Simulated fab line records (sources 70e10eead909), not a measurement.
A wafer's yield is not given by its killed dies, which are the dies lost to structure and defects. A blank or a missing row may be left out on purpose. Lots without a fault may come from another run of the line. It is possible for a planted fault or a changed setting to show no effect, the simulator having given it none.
fab line records | flow nand-harc
[record] lots = 7 wafers = 21 last-day = 22
route steps=1159 shown A_SLIT@784 A_SIN_REMOVE@804 A_WL_FILL@809 END@1159
lots untouched by any fault: they come from a run of this same line in which no faults occurred
start-h: the number of hours between the record's first day and the start of the first shown wafer of the lot | wait-h: time in hours since the lot's previous step | " same as the row above | L1.1+2: a single row standing in for several wafers | - value missing, or start not given | * or withheld: withheld | < > ~ a bound
route shown NAME@n: names a module that has steps shown in the file, with the first one's number in the route | usual: mean and standard deviation over wafers with no fault | same: alike in all rows | chamber/n: place in a boat | sites: the reading at each site | _std_site: standard deviation across them | _edge_site: the outer-site mean with the inner-site mean subtracted | radius-mm: how far each site lies from the wafer's centre | mask NAME#n: copy n | behind: tool/chamber where the wafer was last shaped | hold: why the lot went on hold/how many hours it stayed there/how the hold came to an end | device: which transistor (n, p or np) failed to switch | end of line: at the end of the route, the tests of the same wafers | where a step has no rows: the recipe by itself | killed: dies lost to structure and defects at the first sort, not the wafer's yield | map: a wafer's dies, x killed, . not, _ none there
set.NAME: the setting the step ran with; set.NAME@STEP: the setting that earlier step ran with | model.NAME: the simulator's own value behind a step, which no gauge read
certain route steps with their lots: each step a table, each wafer a row
services: a tool's chamber out of use, with start hour (start-h, from the record's first day; less than 0 if before it), hours out, and reason
[[steps]]
[step NHARC_A_SLIT_COAT_03]
[recipe] spin-rpm = 1500 resist-thk-nm = 90
[step NHARC_A_SLIT_SOFTBAKE_04]
[recipe] temp-c = 105 time-s = 55
[step NHARC_A_SLIT_EBR_05]
[step NHARC_A_SLIT_EXPOSE_06]
[recipe] na = 1.35 dose-mj = 60.82 mask-id = SLIT
[step NHARC_A_SLIT_PEB_07]
[recipe] peb-temp-c = 100 peb-time-s = 65
[step NHARC_A_SLIT_DEVELOP_08]
[recipe] develop-time-s = 35 dev-temp-c = 23
[step NHARC_A_SLIT_CD_MEAS_09]
[recipe] target-cd-nm = 300 landing-energy-ev = 500
[usual] cd-nm = 299.9/0.56
// columns lot.wafer tool chamber start-h wait-h cd-nm
L588.1 cd-sem-03 0 339.32 - 299.8
L588.3 " 0 " " 299.9
L588.6 " 0 " " 298.9
L593.4 cd-sem-03 0 377.01 - 299.1
L593.5 " 0 " " 299.9
L593.6 " 0 " " 299.6
L594.4 cd-sem-03 0 377.51 - 301.0
L594.5 " 0 " " 300.9
L594.6 " 0 " " 300.2
L596.1 cd-sem-02 0 385.52 - 299.8
L596.2 " 0 " " 300.3
L596.6 " 0 " " 300.7
L597.3 cd-sem-01 0 385.88 - 300.4
L597.4 " 0 " " 300.7
L597.5 " 0 " " 300.8
L595.3 cd-sem-03 0 387.05 - 299.8
L595.4 " 0 " " 300.6
L595.6 " 0 " " 299.6
L599.2 cd-sem-03 0 406.10 - 300.2
L599.3 " 0 " " 299.9
L599.6 " 0 " " 299.6
[step NHARC_A_SLIT_OVL_MEAS_10]
[usual] overlay-x-nm = 0.2/0.67 overlay-y-nm = -0.1/0.96
// columns lot.wafer tool chamber start-h wait-h overlay-x-nm overlay-y-nm
L588.1 overlay-01 - 339.41 - 0.6 0.9
L588.3 " - " " 0.5 0.5
L588.6 " - " " -0.1 1.0
L593.4 overlay-01 - 377.09 - 0.3 0.4
L593.5 " - " " -0.2 0.6
L593.6 " - " " 0.7 0.6
L594.4 overlay-02 - 377.60 - -1.1 -1.2
L594.5 " - " " -1.2 -1.0
L594.6 " - " " -1.4 -1.4
L596.1 overlay-02 - 385.61 - 1.1 0.7
L596.2 " - " " 0.9 1.1
L596.6 " - " " 0.8 0.8
L597.3 overlay-01 - 385.97 - -0.2 1.6
L597.4 " - " " -0.5 1.5
L597.5 " - " " -0.5 1.3
L595.3 overlay-02 - 387.13 - 0.4 -1.4
L595.4 " - " " 0.0 -1.5
L595.6 " - " " -0.1 -1.3
L599.2 overlay-01 - 406.19 - 0.8 -0.6
L599.3 " - " " 0.5 -0.5
L599.6 " - " " 1.0 -0.4
[step NHARC_A_SLIT_INSPECT_11]
[usual] raw-defect-count = 21/9.4
// columns lot.wafer tool chamber start-h wait-h raw-defect-count
L588.1 defect-inspect-01 - 339.44 0.0 6
L588.3 " - " " 11
L588.6 " - " " 17
L593.4 defect-inspect-01 - 377.13 0.0 21
L593.5 " - " " 16
L593.6 " - " " 15
L594.4 defect-inspect-01 - 377.63 0.0 32
L594.5 " - " " 43
L594.6 " - " " 20
L596.1 defect-inspect-02 - 385.65 0.0 29
L596.2 " - " " 30
L596.6 " - " " 27
L597.3 defect-inspect-02 - 386.01 0.0 11
L597.4 " - " " 13
L597.5 " - " " 7
L595.3 defect-inspect-01 - 387.17 0.0 9
L595.4 " - " " 10
L595.6 " - " " 7
L599.2 defect-inspect-02 - 406.23 0.0 32
L599.3 " - " " 23
L599.6 " - " " 35
[step NHARC_A_SLIT_DESCUM_14]
[recipe] time-s = 3 o2-flow-sccm = 200 ar-flow-sccm = 0 bias-power-w = 0 chemistry = O2
[usual] chamber-pressure-mTorr = 60.00/0.055 drypump-motor-current-A = 5.6/0.66 oes-product-au = 1.004/0.01 rf-vpp-V = 58.0/0.86 showerhead-plenum-p-Torr = 1.94/0.086 throttle-valve-pct = 11.312/0.0093
// columns lot.wafer tool chamber start-h wait-h chamber-pressure-mTorr drypump-motor-current-A oes-product-au rf-hours-counter-h rf-vpp-V showerhead-plenum-p-Torr throttle-valve-pct
L588.3 rie-diel-03 0 339.52 0.1 59.96 4.8 0.996 7 59.2 2.05 11.315
L588.1 " 1 " " 59.99 5.4 1.015 5 57.4 1.94 11.291
L588.6 " 3 " " 59.99 5.3 1.019 - 58.7 1.88 11.322
L593.4 rie-diel-05 0 377.21 0.1 59.95 6.1 1.010 1 57.8 1.93 11.299
L593.5 " 2 " " 59.93 4.7 1.020 - 58.7 2.06 11.306
L593.6 " 3 " " 59.92 6.5 1.002 - 58.4 1.92 11.319
L594.4 rie-diel-03 0 377.69 0.1 60.02 4.8 1.001 10 58.5 2.05 11.320
L594.5 " 0 " " 59.98 4.8 1.008 - 58.7 2.05 11.306
L594.6 " 1 " " 60.04 5.5 1.000 - 57.3 1.94 11.308
L596.2 rie-diel-05 2 385.71 0.1 60.00 4.6 1.015 1 58.0 2.06 11.305
L596.1 " 3 " " 60.05 6.5 1.002 1 58.1 1.92 11.320
L596.6 " 2 " " 59.98 4.6 1.019 - 58.2 2.06 11.307
L597.3 rie-diel-03 0 386.08 0.1 59.94 4.8 1.003 10 57.6 2.05 11.307
L597.4 " 1 " " 59.96 5.4 1.005 9 58.5 1.94 11.311
L597.5 " 2 " " 59.97 5.6 1.000 - 58.5 2.03 11.298
L595.3 rie-diel-03 0 387.24 0.1 59.94 4.8 1.002 10 59.2 2.05 11.300
L595.4 " 2 " " 60.09 5.7 0.992 9 58.2 2.03 11.312
L595.6 " 3 " " 60.04 5.3 1.022 - 57.0 1.88 11.321
L599.2 rie-diel-12 3 406.29 0.1 60.10 5.2 1.004 1 57.8 1.90 11.323
L599.3 " 2 " " 60.03 5.2 1.000 1 56.7 1.78 11.318
L599.6 " 0 " " 60.01 6.1 0.994 - 58.8 1.85 11.312
[step NHARC_A_SLIT_ETCH_24]
[recipe] target-depth-a = 1210 time-s = 60.5 cf4-flow-sccm = 100 chf3-flow-sccm = 30 ar-flow-sccm = 0 rf-w = 500 bias-w = 200 chemistry = CF4/CHF3
[usual] chamber-pressure-mTorr = 25.001/0.024 drypump-motor-current-A = 5.6/0.66 oes-product-au = 0.964/0.018 rf-vpp-V = 371.3/2.4 showerhead-plenum-p-Torr = 1.59/0.064 throttle-valve-pct = 16.803/0.0086
// columns lot.wafer tool chamber start-h wait-h chamber-pressure-mTorr drypump-motor-current-A oes-product-au rf-hours-counter-h rf-vpp-V showerhead-plenum-p-Torr throttle-valve-pct
L588.1 rie-diel-03 1 339.59 0.1 24.940 5.4 0.983 5 371.4 1.59 16.804
L588.3 " 2 " " 25.007 5.7 0.963 6 372.6 1.66 16.815
L588.6 " 1 " " 24.994 5.5 0.988 - 370.8 1.59 16.800
L593.4 rie-diel-05 2 377.29 0.1 25.007 4.7 0.988 1 375.9 1.69 16.803
L593.5 " 3 " " 25.009 6.6 0.952 - 370.4 1.58 16.815
L593.6 " 0 " " 25.050 6.1 0.979 - 370.9 1.59 16.806
L594.4 rie-diel-03 2 377.79 0.1 25.023 5.7 0.965 8 373.0 1.66 16.810
L594.5 " 3 " " 25.009 5.3 0.985 - 370.5 1.55 16.821
L594.6 " 0 " " 25.024 4.9 0.973 - 372.3 1.68 16.804
L596.1 rie-diel-05 2 385.79 0.1 24.998 4.7 0.958 1 373.4 1.69 16.805
L596.2 " 1 " " 24.947 6.7 0.967 1 369.9 1.58 16.811
L596.6 " 3 " " 24.998 6.5 0.954 - 371.0 1.58 16.808
L597.3 rie-diel-03 2 386.15 0.1 24.965 5.7 0.962 9 374.0 1.66 16.797
L597.4 " 3 " " 24.993 5.2 0.981 10 368.3 1.55 16.795
L597.5 " 2 " " 25.042 5.7 0.945 - 373.6 1.66 16.796
L595.4 rie-diel-03 2 387.31 0.1 25.047 5.6 0.975 9 374.1 1.66 16.806
L595.3 " 1 " " 25.002 5.4 0.985 9 371.7 1.59 16.829
L595.6 " 3 " " 25.024 5.3 0.978 - 368.2 1.55 16.788
L599.3 rie-diel-12 0 406.37 0.1 24.970 6.1 0.953 1 368.4 1.52 16.809
L599.2 " 2 " " 25.012 5.2 0.982 1 367.6 1.47 16.813
L599.6 " 0 " " 24.989 6.1 0.953 - 368.8 1.52 16.813
[step NHARC_A_SLIT_ETCH_15]
[recipe] target-depth-a = 32000 over-etch-frac = 0.3 time-s = 832 ion-energy-ev = 150 o2-flow-sccm = 400 cos-flow-sccm = 20 ar-flow-sccm = 0 rf-w = 500 bias-w = 300 chemistry = O2/COS
[step NHARC_A_SLIT_ETCH_17]
[recipe] bias-v = 900 source-w = withheld pressure-mtorr = 20 ar-flow-sccm = 375 c4f8-flow-sccm = 83.3 o2-flow-sccm = 41.7 time-s = 1687.5 target-depth-a = 1.01e+05 chemistry = C4F8/O2/Ar
[usual] chamber-pressure-mTorr = 19.999/0.019 drypump-motor-current-A = 5.9/0.47 showerhead-plenum-p-Torr = 3.71/0.064 throttle-valve-pct = 32.046/0.0091
// columns lot.wafer tool chamber start-h wait-h chamber-pressure-mTorr drypump-motor-current-A rf-hours-counter-h showerhead-plenum-p-Torr throttle-valve-pct
L588.1 har-etch-02 1 341.39 - 20.020 6.5 182 3.63 32.044
L588.3 " 1 " " 20.044 6.5 - 3.63 32.043
L588.6 " 1 " " 20.036 6.5 - 3.63 32.028
L593.4 har-etch-01 1 378.46 - 19.979 6.0 - 3.69 32.036
L593.5 " 1 " " 20.016 6.0 - 3.69 32.057
L593.6 " 0 " " 19.981 5.2 - 3.79 32.047
L594.4 har-etch-01 0 380.14 - 20.008 5.2 - 3.79 32.064
L594.6 " 0 " " 19.997 5.2 - 3.79 32.043
L594.5 " 1 " " 20.001 6.0 - 3.69 32.038
L596.1 har-etch-01 0 386.47 - 19.998 5.2 25 3.78 32.047
L596.2 " 1 " " 19.993 6.0 25 3.69 32.073
L596.6 " 0 " " 20.013 5.2 - 3.78 32.044
L597.4 har-etch-02 0 387.33 - 20.007 6.0 - 3.76 32.042
L597.3 " 1 " " 19.991 6.6 - 3.62 32.042
L597.5 " 1 " " 19.985 6.5 - 3.62 32.042
L595.4 har-etch-01 0 388.64 - 20.007 5.2 - 3.78 32.039
L595.3 " 1 " " 20.014 6.0 - 3.69 32.042
L595.6 " 1 " " 20.014 6.0 - 3.69 32.044
L599.2 har-etch-01 1 407.30 - 20.024 6.0 36 3.69 32.054
L599.3 " 1 " " 20.013 6.0 - 3.69 32.029
L599.6 " 1 " " 20.014 6.0 - 3.69 32.045
[step NHARC_A_SLIT_ETCH_26]
[recipe] bias-v = 400 source-w = 2000 pressure-mtorr = 25 time-s = 90 ar-flow-sccm = 375 c4f8-flow-sccm = 41.7 o2-flow-sccm = 83.3 target-depth-a = 4000 chemistry = C4F8/O2/Ar
[usual] chamber-pressure-mTorr = 25.000/0.024 drypump-motor-current-A = 5.9/0.47 showerhead-plenum-p-Torr = 3.75/0.066 throttle-valve-pct = 27.619/0.0083
// columns lot.wafer tool chamber start-h wait-h chamber-pressure-mTorr drypump-motor-current-A rf-hours-counter-h showerhead-plenum-p-Torr throttle-valve-pct
L588.1 har-etch-02 1 342.67 1.0 24.979 6.6 183 3.66 27.624
L588.3 " 1 " " 24.980 6.6 - 3.66 27.615
L588.6 " 1 " " 25.000 6.6 - 3.66 27.626
L593.4 har-etch-01 1 379.52 0.8 25.004 6.0 - 3.73 27.618
L593.5 " 1 " " 25.015 6.0 - 3.73 27.628
L593.6 " 0 " " 25.007 5.2 - 3.82 27.621
L594.4 har-etch-01 0 381.18 0.8 25.019 5.2 - 3.82 27.633
L594.6 " 0 " " 25.008 5.2 - 3.82 27.619
L594.5 " 1 " " 25.020 6.0 - 3.72 27.605
L596.1 har-etch-01 0 387.96 1.2 25.014 5.2 26 3.82 27.631
L596.2 " 1 " " 24.970 6.0 26 3.72 27.639
L596.6 " 0 " " 24.976 5.2 - 3.82 27.615
L597.4 har-etch-02 0 388.39 0.8 25.034 6.0 - 3.79 27.622
L597.3 " 1 " " 24.960 6.5 - 3.65 27.604
L597.5 " 1 " " 25.022 6.5 - 3.65 27.623
L595.4 har-etch-01 0 389.69 0.8 25.014 5.2 - 3.82 27.616
L595.3 " 1 " " 24.982 6.0 - 3.72 27.622
L595.6 " 1 " " 24.981 6.0 - 3.72 27.623
L599.2 har-etch-01 1 408.56 1.0 24.977 6.0 37 3.72 27.614
L599.3 " 1 " " 25.001 6.0 - 3.72 27.607
L599.6 " 1 " " 25.016 6.0 - 3.72 27.616
[step NHARC_A_SLIT_STRIP_28]
[recipe] o2-flow-sccm = 400 cos-flow-sccm = 20 ar-flow-sccm = 0 bias-w = 0 chemistry = O2/COS
[step NHARC_A_SLIT_ETCH_29]
[recipe] target-depth-a = 1000 overetch-a = 100 time-s = 55 ion-energy-ev = 100 cf4-flow-sccm = 80 o2-flow-sccm = 20 ar-flow-sccm = 0 rf-w = 300 bias-w = 100 chemistry = CF4/O2
[step NHARC_A_SLIT_STRIP_18]
[recipe] o2-flow-sccm = 500 ar-flow-sccm = 0 bias-w = 0 chemistry = O2
[usual] chamber-pressure-mTorr = 60.00/0.057 drypump-motor-current-A = 5.6/0.63 oes-product-au = 1.005/0.01 rf-vpp-V = 57.9/0.93 showerhead-plenum-p-Torr = 3.56/0.15 throttle-valve-pct = 17.038/0.009
// columns lot.wafer tool chamber start-h wait-h chamber-pressure-mTorr drypump-motor-current-A oes-product-au rf-hours-counter-h rf-vpp-V showerhead-plenum-p-Torr throttle-valve-pct
L588.3 rie-diel-12 1 - - 59.97 6.0 0.991 10 58.0 3.31 17.037
L588.1 " 2 " " 60.09 5.2 1.013 10 56.8 3.30 17.043
L588.6 " 1 " " 59.99 6.0 0.996 - 58.3 3.31 17.030
L593.4 rie-diel-03 1 - - 60.05 5.5 1.002 9 57.4 3.57 17.035
L593.6 " 3 " " 60.06 5.3 1.023 - 58.5 3.48 17.032
L593.5 " 0 " " 59.90 4.9 1.008 - 58.2 3.76 17.044
L594.4 rie-diel-03 2 - - 60.06 5.7 0.988 9 60.1 3.72 17.047
L594.5 " 1 " " 59.95 5.5 1.007 - 57.2 3.57 17.040
L594.6 " 2 " " 59.96 5.7 0.993 - 59.1 3.72 17.033
L596.1 rie-diel-05 1 - - 59.98 6.7 0.997 2 59.2 3.54 17.041
L596.2 " 2 " " 59.94 4.7 1.026 2 57.5 3.78 17.036
L596.6 " 2 " " 60.12 4.6 1.014 - 58.0 3.78 17.036
L597.4 rie-diel-03 3 - - 60.00 5.3 1.020 11 57.5 3.47 17.021
L597.3 " 0 " " 59.98 4.9 1.013 11 58.1 3.76 17.030
L597.5 " 2 " " 59.96 5.7 0.991 - 56.9 3.72 17.041
L595.3 rie-diel-05 0 - - 59.99 6.1 1.000 2 58.7 3.56 17.041
L595.6 " 2 " " 60.00 4.7 1.018 - 59.9 3.78 17.034
L595.4 " 0 " " 59.97 6.1 1.002 - 56.0 3.56 17.047
L599.3 rie-diel-03 3 - - 60.06 5.2 1.017 1 59.0 3.47 17.042
L599.2 " 0 " " 60.13 4.9 1.012 1 58.6 3.76 17.036
L599.6 " 1 " " 60.02 5.5 1.003 - 57.3 3.57 17.033
[step NHARC_A_SLIT_PRECLEAN_19]
[recipe] time-s = * temp-c = 50 bath-age-min = 0 chemistry = SC1
[step NHARC_A_SLIT_SRD_20]
[step NHARC_A_SLIT_CD_MEAS_21]
[usual] cd-nm = 289.7/1
// columns lot.wafer tool chamber start-h wait-h cd-nm
L588.1 cd-sem-01 - 343.79 - 290.5
L588.3 " - " " 289.7
L588.6 " - " " 291.2
L593.4 cd-sem-01 - 380.62 - 290.0
L593.5 " - " " 288.4
L593.6 " - " " 290.2
L594.4 cd-sem-02 - 382.28 - 289.2
L594.5 " - " " 289.5
L594.6 " - " " 289.0
L596.1 cd-sem-03 - 389.16 - 289.2
L596.2 " - " " 289.2
L596.6 " - " " 288.6
L597.3 cd-sem-02 - 389.47 - 289.7
L597.4 " - " " 291.3
L597.5 " - " " 290.5
L595.3 cd-sem-01 - 390.86 - 290.2
L595.4 " - " " 290.0
L595.6 " - " " 290.3
L599.2 cd-sem-01 - 409.77 - 290.0
L599.3 " - " " 289.7
L599.6 " - " " 289.3
[step NHARC_A_SIN_REMOVE_WET_00]
[recipe] temp-c = 160 time-s = 15300 chemistry = H3PO4
[step NHARC_A_SIN_REMOVE_PRECLEAN_01]
[recipe] time-s = * temp-c = 50 bath-age-min = 0 chemistry = SC1
[step NHARC_A_SIN_REMOVE_SRD_02]
[step NHARC_A_SIN_REMOVE_INSPECT_04]
[usual] raw-defect-count = 303/73
// columns lot.wafer tool chamber start-h wait-h raw-defect-count
L588.1 defect-inspect-02 - 351.54 0.0 207
L588.3 " - " " 210
L588.6 " - " " 164
L594.4 defect-inspect-01 - 388.34 0.0 264
L594.5 " - " " 297
L594.6 " - " " 259
L593.4 defect-inspect-02 - 388.34 0.0 389
L593.5 " - " " 254
L593.6 " - " " 299
L596.1 defect-inspect-01 - 396.76 0.0 459
L596.2 " - " " 1332
L596.6 " - " " 302
L595.3 defect-inspect-02 - 396.77 0.0 1155
L595.4 " - " " 293
L595.6 " - " " 1172
L597.3 defect-inspect-01 - 396.78 0.1 235
L597.4 " - " " 245
L597.5 " - " " 269
L599.2 defect-inspect-02 - 417.24 0.0 1307
L599.3 " - " " 1164
L599.6 " - " " 1262
[step NHARC_A_WL_FILL_ALD_00]
[recipe] target-thk-a = 30 pulse-time-s = 3 ald-cycles = 30 temp-c = 300 material = Al2O3
[usual] heater-power-w = 460/46 precursor-pulse-height-rel = 0.999/0.019
// columns lot.wafer tool chamber start-h wait-h heater-power-w precursor-pulse-height-rel
L588.3 ald-hk-03 3 351.66 0.1 386 0.950
L588.1 " 0 " " 463 0.996
L588.6 " 2 " " 532 0.985
L594.4 ald-hk-01 1 388.44 0.1 494 1.013
L594.5 " 0 " " 475 1.022
L594.6 " 1 " " 478 1.023
L593.4 ald-hk-01 0 388.57 0.2 471 1.009
L593.6 " 0 " " 472 1.001
L593.5 " 1 " " 477 1.011
L596.2 ald-hk-02 1 396.83 0.1 503 0.954
L596.1 " 3 " " 498 1.019
L596.6 " 1 " " 508 0.987
L597.3 ald-hk-03 3 396.84 0.1 396 1.013
L597.4 " 1 " " 366 1.013
L597.5 " 0 " " 465 0.983
L595.3 ald-hk-01 0 396.86 0.1 482 0.992
L595.4 " 1 " " 492 1.021
L595.6 " 0 " " 485 1.019
L599.3 ald-hk-01 0 419.12 1.9 468 1.024
L599.2 " 1 " " 459 0.975
L599.6 " 0 " " 475 1.008
[step NHARC_END_SORT_01]
[recipe] temp-c = 25
[usual] killed-at-array = 27/8.8 killed-at-other = 0.4/0.82 killed-at-periphery = 3.1/2.1 killed-dies = 31/8.8 killed-open = 3.3/2 killed-short = 2.0/1.4
[same] gross-dies = 677
// columns lot.wafer tool chamber start-h wait-h killed-at-array killed-at-other killed-at-periphery killed-dies killed-open killed-short
L594.4 prober-02 0 494.41 3.4 31 1 8 40 7 2
L594.5 prober-02 0 495.22 3.7 36 2 1 39 1 1
L594.6 prober-02 0 496.02 4.0 32 1 5 38 3 2
L596.1 prober-01 0 505.75 2.5 36 0 5 41 8 4
L596.2 prober-01 0 506.56 2.8 120 0 0 120 1 0
L597.4 prober-02 0 507.76 3.4 19 0 2 21 1 1
L595.3 prober-02 0 518.68 3.1 109 0 3 112 5 1
L595.4 prober-02 0 519.48 3.4 15 0 1 16 3 0
L595.6 prober-02 0 521.09 4.0 107 0 3 110 2 1
L599.2 prober-02 0 525.64 2.8 109 0 1 110 4 3
L599.3 prober-02 0 526.45 3.1 98 0 2 100 2 1
L599.6 prober-02 0 528.87 4.0 119 0 2 121 2 3
// killed by level:class
L594.4 A_CHANNEL_HOLE_D1:chamber-film-flake=15 P_BONDPAD:chamber-film-flake=4 A_BONDPAD:chamber-film-flake=4 A_M0:geometric-particle:open=2 P_ZERO_WELL:chamber-film-flake=2 A_STAIRCASE:chamber-film-flake=2 A_CONTACT:chamber-film-flake=2 P_CONTACT:geometric-particle:open=1
L594.5 A_CHANNEL_HOLE_D1:chamber-film-flake=23 A_STAIRCASE:chamber-film-flake=4 A_SGD_CUT:chamber-film-flake=3 A_CONTACT:chamber-film-flake=2 THIN_TSV:chamber-film-flake=2 A_CHANNEL_FILL_D1:geometric-particle:open=1 A_WL_FILL:geometric-particle:short=1 P_BONDPAD:chamber-film-flake=1
L594.6 A_CHANNEL_HOLE_D1:chamber-film-flake=16 A_CONTACT:chamber-film-flake=5 A_BONDPAD:chamber-film-flake=5 P_BONDPAD:chamber-film-flake=3 P_M0:geometric-particle:open=2 A_SOURCE_PLATE:geometric-particle:short=1 A_CONTACT:geometric-particle:open=1 A_M1:geometric-particle:short=1
L596.1 A_CHANNEL_HOLE_D1:chamber-film-flake=25 A_CONTACT:geometric-particle:open=3 P_GATE:geometric-particle:open=2 P_STI:chamber-film-flake=2 A_CONTACT:chamber-film-flake=2 P_M2:geometric-particle:open=1 A_ONON_D1:geometric-particle:short=1 A_CHANNEL_FILL_D1:geometric-particle:short=1
L596.2 A_SLIT:unspecified=96 A_CHANNEL_HOLE_D1:chamber-film-flake=19 A_CONTACT:chamber-film-flake=3 A_CONTACT:geometric-particle:open=1 A_CHANNEL_FILL_D1:chamber-film-flake=1
L597.4 A_SLIT:chamber-film-flake=10 A_CONTACT:chamber-film-flake=5 A_CHANNEL_HOLE_D1:chamber-film-flake=3 P_CONTACT:geometric-particle:open=1 A_CHANNEL_HOLE_D1:geometric-particle:short=1 P_GATE:chamber-film-flake=1
L595.3 A_SLIT:unspecified=96 A_CHANNEL_HOLE_D1:chamber-film-flake=6 P_M0:geometric-particle:open=2 A_WL_FILL:geometric-particle:short=1 A_CONTACT:geometric-particle:open=1 A_M0:geometric-particle:open=1 A_M1:geometric-particle:open=1 P_STI:chamber-film-flake=1
L595.4 A_CHANNEL_HOLE_D1:chamber-film-flake=4 A_STAIRCASE:chamber-film-flake=4 A_CONTACT:chamber-film-flake=3 A_WL_FILL:geometric-particle:open=1 A_CONTACT:geometric-particle:open=1 A_BONDPAD:geometric-particle:open=1 P_STI:chamber-film-flake=1 A_WL_FILL:chamber-film-flake=1
L595.6 A_SLIT:unspecified=97 A_CONTACT:chamber-film-flake=4 P_STI:chamber-film-flake=2 A_STAIRCASE:chamber-film-flake=2 P_M0:geometric-particle:open=1 A_M0:geometric-particle:short=1 A_M1:geometric-particle:open=1 A_CHANNEL_HOLE_D1:chamber-film-flake=1
L599.2 A_SLIT:unspecified=99 A_ONON_D1:geometric-particle:open=2 A_CHANNEL_HOLE_D1:chamber-film-flake=2 A_SOURCE_PLATE:geometric-particle:short=1 A_ONON_D1:geometric-particle:short=1 A_CHANNEL_FILL_D1:geometric-particle:short=1 A_CHANNEL_FILL_D1:geometric-particle:open=1 A_BLC:geometric-particle:open=1
L599.3 A_SLIT:unspecified=87 A_CHANNEL_HOLE_D1:chamber-film-flake=5 A_CONTACT:chamber-film-flake=2 P_CONTACT:geometric-particle:open=1 A_CHANNEL_FILL_D1:geometric-particle:open=1 A_CONTACT:geometric-particle:short=1 P_GATE:chamber-film-flake=1 A_STAIRCASE:chamber-film-flake=1
L599.6 A_SLIT:unspecified=92 A_CHANNEL_HOLE_D1:chamber-film-flake=18 P_GATE:chamber-film-flake=2 A_WL_FILL:chamber-film-flake=2 A_SOURCE_PLATE:geometric-particle:short=1 A_ONON_D1:geometric-particle:open=1 A_CHANNEL_HOLE_D1:geometric-particle:open=1 A_CHANNEL_FILL_D1:geometric-particle:short=1
// map L595.3 (x killed, . not)
____________.____________
_________.x....._________
_______..........._______
______.............______
_____.........xx.x.._____
____..........xxxxx..____
____........xxxxx.x..____
___........xxxxxxxx...___
___.........xxxxxxxx..___
__..........xxxxxxx....__
__........xxxxxxxxxx...__
_...........xxxxxxxx...x_
_..........xxxxxxxx....x_
_..........xxxxxxxx....x_
_..........xxxxxxxx...x._
_..........x.xxxxxx..x.._
............xxxxxx.....x.
............x.xxxx...x...
x........................
.............x...........
.........................
_.................x....._
_......................x_
_................x......_
_......................._
_......................._
__...x.........x.......__
__.....................__
___...................___
___...................___
____.................____
____.................____
_____..............._____
______.............______
_______..........._______
_________......._________
____________.____________
// map L596.2 (x killed, . not)
____________.____________
_________......._________
_______..........._______
______.............______
_____...........x..._____
____.......x..xxx....____
____.........xxxxxx..____
___.........xxxxxxx...___
___........xxxxxxxx...___
__.........xxxxxxxxx...__
__.........xxxxxxxxxx..__
_..........xxxxxxxx....._
_..........xxxxxxxxx...._
_.........xxxxxxxxx....._
_.....x.x...xxxxxxxx...._
_.........xxxxxxx.x....._
.............xxxx.x......
.............xxx.........
............x.x...x......
.........................
.........x..............x
_................x......_
_....x.................._
_......................._
_................x......_
_..............x.x.x...._
__..............xxx....__
__...........x..xx.x...__
___..x................___
___...........x.......___
____...............x.____
____.....x.....x.....____
_____..............._____
______.............______
_______..........._______
_________......._________
____________.____________
[[services]]
// columns tool chamber start-h hours kind
rie-diel-03 0 322.35 - clean
rie-diel-03 1 322.35 - clean
rie-diel-03 2 322.35 - clean
rie-diel-03 3 322.35 - clean
ald-hk-03 - 322.55 10.0 pm
rie-diel-03 0 346.85 - clean
rie-diel-03 1 346.85 - clean
rie-diel-03 2 346.85 - clean
rie-diel-03 3 346.85 - clean
rie-diel-05 - 346.94 9.0 pm
rie-diel-03 2 359.51 8.3 repair
rie-diel-03 0 371.35 - clean
rie-diel-03 1 371.35 - clean
rie-diel-03 2 371.35 - clean
rie-diel-03 3 371.35 - clean
rie-diel-05 1 372.96 1.4 repair
rie-diel-12 - 379.56 9.0 pm
rie-diel-05 3 388.64 10.4 repair
rie-diel-03 - 392.30 9.0 pm
rie-diel-03 0 392.30 9.0 vent-cycle
rie-diel-03 1 392.30 9.0 vent-cycle
rie-diel-03 2 392.30 9.0 vent-cycle
rie-diel-03 3 392.30 9.0 vent-cycle
rie-diel-03 2 406.08 4.3 repair
[[key]]
[first-sign] step = NHARC_A_SIN_REMOVE_INSPECT_04 reading = raw-defect-count direction = up sigmas = 13 usual = 303 struck = 1232
[effect] step = NHARC_END_SORT_01 reading = killed-at-array direction = up sigmas = 9.4 usual = 27 struck = 110
[more-kills-born-at] NHARC_A_SLIT_ETCH_17@har-etch-01 = 546
met-at NHARC_A_SLIT_ETCH_17
struck-wafers L595.3,L595.6,L596.2,L599.2,L599.3,L599.6
tester-left-out L595,L596,L599
[fault] kind = chamber-particle-source tool = har-etch-01 chamber = 1 onset-h = 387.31 steps = NHARC_A_SLIT_ETCH_17 rate-per-visit-cm2 = 1.3381 end-h = 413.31
// tester-left-out: of these lots the tester's yield and bins aren't shown, on N5 and GAA mostly nor the transistor test; their killed dies are dies lost to structure and defects alone, not to doping, threshold or leakage, so they don't give the yield
